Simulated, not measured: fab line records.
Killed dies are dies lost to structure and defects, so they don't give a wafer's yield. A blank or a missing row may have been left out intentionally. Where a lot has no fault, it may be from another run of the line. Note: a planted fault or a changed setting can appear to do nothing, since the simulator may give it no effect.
The tool behind it: which one? | flow n5-finfet | 24 lots with 72 wafers sampled at 5 steps, on a route of 1938 steps

WHAT THE GAUGES SHOWED, per wafer
N5_BEOL_M10_INSPECT_30: inspects for defects (brightfield).
lot  | measured     | on                | raw-defect-count
L075 | day 10 22:21 | defect-inspect-02 | 415 346 380
L074 | day 10 22:31 | defect-inspect-01 | 395 463 481
L076 | day 11 06:46 | defect-inspect-01 | 501 584 375
L079 | day 11 10:43 | defect-inspect-02 | 436 277 389
L077 | day 12 05:29 | defect-inspect-02 | 384 325 308
L078 | day 12 07:40 | defect-inspect-02 | 359 415 412
L081 | day 12 17:08 | defect-inspect-02 | 329 381 345
L080 | day 12 19:35 | defect-inspect-01 | 449 279 436
L082 | day 13 01:33 | defect-inspect-01 | 389 460 351
L083 | day 13 01:35 | defect-inspect-02 | 418 459 494
L084 | day 13 04:05 | defect-inspect-01 | 282 348 356
L085 | day 13 08:33 | defect-inspect-02 | 487 373 399
L086 | day 14 02:34 | defect-inspect-01 | 284 334 195
L087 | day 14 10:04 | defect-inspect-02 | 436 390 517
L090 | day 14 15:17 | defect-inspect-01 | 314 484 412
L088 | day 14 15:28 | defect-inspect-02 | 339 497 438
L089 | day 14 17:46 | defect-inspect-02 | 307 399 376
L092 | day 14 21:53 | defect-inspect-02 | 447 504 556
L091 | day 15 01:55 | defect-inspect-02 | 447 458 341
L093 | day 15 14:14 | defect-inspect-02 | 552 501 497
L095 | day 15 21:08 | defect-inspect-02 | 328 411 521
L094 | day 15 21:18 | defect-inspect-02 | 607 347 449
L096 | day 16 23:10 | defect-inspect-01 | 497 418 494
L097 | day 18 06:43 | defect-inspect-01 | 400 571 406

N5_BEOL_M10_INSPECT_58: inspects for defects (darkfield).
lot  | measured     | on                | raw-defect-count
L075 | day 11 01:21 | defect-inspect-02 | 65 53 56
L074 | day 11 01:40 | defect-inspect-01 | 34 45 47
L076 | day 11 09:28 | defect-inspect-02 | 44 61 57
L079 | day 11 15:20 | defect-inspect-01 | 51 84 66
L077 | day 12 08:36 | defect-inspect-01 | 57 78 48
L078 | day 12 11:07 | defect-inspect-02 | 93 79 52
L081 | day 12 21:29 | defect-inspect-02 | 57 67 39
L080 | day 12 23:55 | defect-inspect-02 | 41 58 53
L082 | day 13 05:35 | defect-inspect-02 | 56 75 93
L083 | day 13 06:04 | defect-inspect-02 | 106 98 84
L084 | day 13 09:20 | defect-inspect-02 | 111 72 77
L085 | day 13 13:13 | defect-inspect-01 | 28 47 70
L086 | day 14 05:50 | defect-inspect-02 | 45 58 64
L087 | day 14 14:20 | defect-inspect-01 | 79 80 105
L090 | day 14 19:19 | defect-inspect-01 | 66 69 40
L088 | day 14 19:41 | defect-inspect-01 | 40 84 63
L089 | day 14 20:40 | defect-inspect-02 | 67 90 114
L092 | day 15 01:17 | defect-inspect-02 | 81 56 134
L091 | day 15 09:13 | defect-inspect-01 | 77 58 75
L093 | day 15 17:14 | defect-inspect-02 | 94 79 66
L095 | day 16 00:04 | defect-inspect-01 | 125 83 92
L094 | day 16 00:58 | defect-inspect-02 | 49 85 68
L096 | day 17 03:02 | defect-inspect-02 | 57 64 69
L097 | day 18 11:54 | defect-inspect-01 | 52 61 40

N5_BEOL_M11_OVL_MEAS_29.
lot  | measured     | on         | V10_OVL (nm)
L075 | day 11 07:03 | overlay-01 | 0.3 -0.2 0.5
L074 | day 11 06:13 | overlay-02 | 0.8 0.5 1.4
L076 | day 11 14:26 | overlay-02 | -1.3 -0.1 1.0
L079 | day 11 20:56 | overlay-01 | -1.2 -0.5 0.5
L077 | day 12 11:01 | overlay-01 | 1.0 0.4 0.9
L078 | day 12 17:06 | overlay-01 | 1.4 1.7 -0.3
L081 | day 13 01:24 | overlay-02 | 0.3 0.8 -0.5
L080 | day 13 06:29 | overlay-01 | -0.6 0.1 0.1
L082 | day 13 08:52 | overlay-02 | 0.2 -0.6 -0.2
L083 | day 13 11:16 | overlay-01 | 0.5 0.9 0.4
L084 | day 13 13:47 | overlay-02 | 1.7 0.2 0.4
L085 | day 13 16:05 | overlay-01 | 1.1 0.1 0.1
L086 | day 14 10:10 | overlay-02 | 1.2 0.5 0.8
L087 | day 14 17:48 | overlay-01 | 0.6 0.7 1.7
L090 | day 14 21:34 | overlay-01 | 0.5 0.1 -0.2
L088 | day 15 01:53 | overlay-01 | 0.8 0.7 2.0
L089 | day 15 02:04 | overlay-02 | 0.4 0.5 -0.4
L092 | day 15 08:32 | overlay-01 | 1.2 0.8 0.2
L091 | day 15 14:20 | overlay-01 | 0.7 1.1 0.9
L093 | day 15 21:07 | overlay-01 | -0.8 -0.4 0.2
L095 | day 16 05:02 | overlay-01 | 1.1 -0.3 0.0
L094 | day 16 05:13 | overlay-01 | 1.6 1.0 0.6
L096 | day 17 07:08 | overlay-02 | -0.4 1.3 1.2
L097 | day 18 17:25 | overlay-02 | 2.0 0.4 1.8

N5_BEOL_M11_INSPECT_30: inspects for defects (brightfield).
lot  | measured     | on                | raw-defect-count
L075 | day 11 07:05 | defect-inspect-02 | 343 458 389
L074 | day 11 06:14 | defect-inspect-02 | 315 313 397
L076 | day 11 14:28 | defect-inspect-01 | 382 440 357
L079 | day 11 20:58 | defect-inspect-02 | 342 534 511
L077 | day 12 11:03 | defect-inspect-02 | 528 460 573
L078 | day 12 17:08 | defect-inspect-01 | 564 667 466
L081 | day 13 01:26 | defect-inspect-02 | 630 541 331
L080 | day 13 06:31 | defect-inspect-01 | 398 489 231
L082 | day 13 08:53 | defect-inspect-01 | 442 336 392
L083 | day 13 11:17 | defect-inspect-02 | 539 455 452
L084 | day 13 13:49 | defect-inspect-02 | 416 447 400
L085 | day 13 16:06 | defect-inspect-01 | 316 256 380
L086 | day 14 10:12 | defect-inspect-02 | 279 319 306
L087 | day 14 17:49 | defect-inspect-01 | 474 338 434
L090 | day 14 21:36 | defect-inspect-01 | 407 349 379
L088 | day 15 01:55 | defect-inspect-01 | 322 308 260
L089 | day 15 02:06 | defect-inspect-01 | 428 369 518
L092 | day 15 08:48 | defect-inspect-01 | 448 445 471
L091 | day 15 14:22 | defect-inspect-02 | 489 427 416
L093 | day 15 21:08 | defect-inspect-01 | 453 393 362
L095 | day 16 05:04 | defect-inspect-01 | 606 612 539
L094 | day 16 05:14 | defect-inspect-02 | 496 455 322
L096 | day 17 07:10 | defect-inspect-01 | 296 215 286
L097 | day 18 17:26 | defect-inspect-01 | 514 472 317

WHAT TOOL EACH LOT RAN ON (gives the tool, then ch and the chambers of the sampled wafers, and finally the start)
lot  | N5_BEOL_M10_DEGAS_44
L075 | pvd-sputter-02, day 10 23:43
L074 | pvd-sputter-01, day 10 23:56
L076 | pvd-sputter-02, day 11 07:50
L079 | pvd-sputter-03, day 11 13:14
L077 | pvd-sputter-03, day 12 06:34
L078 | pvd-sputter-03, day 12 09:00
L081 | pvd-sputter-02, day 12 18:26
L080 | pvd-sputter-03, day 12 21:51
L082 | pvd-sputter-02, day 13 02:59
L083 | pvd-sputter-02, day 13 03:10
L084 | pvd-sputter-01, day 13 06:37
L085 | pvd-sputter-02, day 13 09:39
L086 | pvd-sputter-03, day 14 03:47
L087 | pvd-sputter-02, day 14 11:07
L090 | pvd-sputter-02, day 14 17:39
L088 | pvd-sputter-02, day 14 17:50
L089 | pvd-sputter-02, day 14 19:02
L092 | pvd-sputter-02, day 14 23:14
L091 | pvd-sputter-02, day 15 03:26
L093 | pvd-sputter-03, day 15 15:33
L095 | pvd-sputter-03, day 15 22:20
L094 | pvd-sputter-03, day 15 22:39
L096 | pvd-sputter-02, day 17 00:46
L097 | pvd-sputter-03, day 18 08:23
- N5_BEOL_M10_DEGAS_44: time 60 s.

AS READ BY THE TOOLS THEMSELVES (means over the sampled wafers that have a number; for cases with no such wafer, the mark the record gives instead)
N5_BEOL_M10_DEGAS_44.
lot  | tool           | heater-power-w (W) | susceptor-temp-C (C)
L075 | pvd-sputter-02 | 372                | 250.02
L074 | pvd-sputter-01 | 355                | 249.89
L076 | pvd-sputter-02 | 326                | 249.93
L079 | pvd-sputter-03 | 314                | 249.91
L077 | pvd-sputter-03 | 340                | 249.98
L078 | pvd-sputter-03 | 342                | 250.07
L081 | pvd-sputter-02 | 325                | 249.96
L080 | pvd-sputter-03 | 325                | 250.01
L082 | pvd-sputter-02 | 370                | 250.05
L083 | pvd-sputter-02 | 367                | 249.97
L084 | pvd-sputter-01 | 378                | 250.06
L085 | pvd-sputter-02 | 313                | 249.98
L086 | pvd-sputter-03 | 315                | 250.06
L087 | pvd-sputter-02 | 327                | 249.97
L090 | pvd-sputter-02 | 342                | 249.97
L088 | pvd-sputter-02 | 327                | 249.96
L089 | pvd-sputter-02 | 299                | 249.90
L092 | pvd-sputter-02 | 331                | 250.12
L091 | pvd-sputter-02 | 308                | 250.02
L093 | pvd-sputter-03 | 317                | 250.08
L095 | pvd-sputter-03 | 358                | 250.10
L094 | pvd-sputter-03 | 319                | 249.95
L096 | pvd-sputter-02 | 305                | 250.10
L097 | pvd-sputter-03 | 340                | 249.95

THE ANSWER, worked out from the rows above alone
Rule: the lots themselves supply what counts as usual. Put in order of their means at a reading, lots are off if they are a third of the lots or fewer, leave a main group of 4 or more, and stand apart from it by a gap of 3 or more times the standard deviation of the main group's means; of several such gaps the widest counts. A main group is skipped when, at the precision printed for the reading in the tables above, its means are all equal. Also off: a lot with no number at a reading for which 4 or more lots have one. The other lots that the step has rows for count as sound. After the gauges, taken in route order, come the tools' own readings; for these a lot's mean is taken, as printed above. At the first step where some lot is off, the reading lying furthest off is the one used; lots without a number count as furthest.
No lot is off on any of the readings shown, so nothing can be concluded from this.

WHAT THE SIMULATOR HAD PUT IN
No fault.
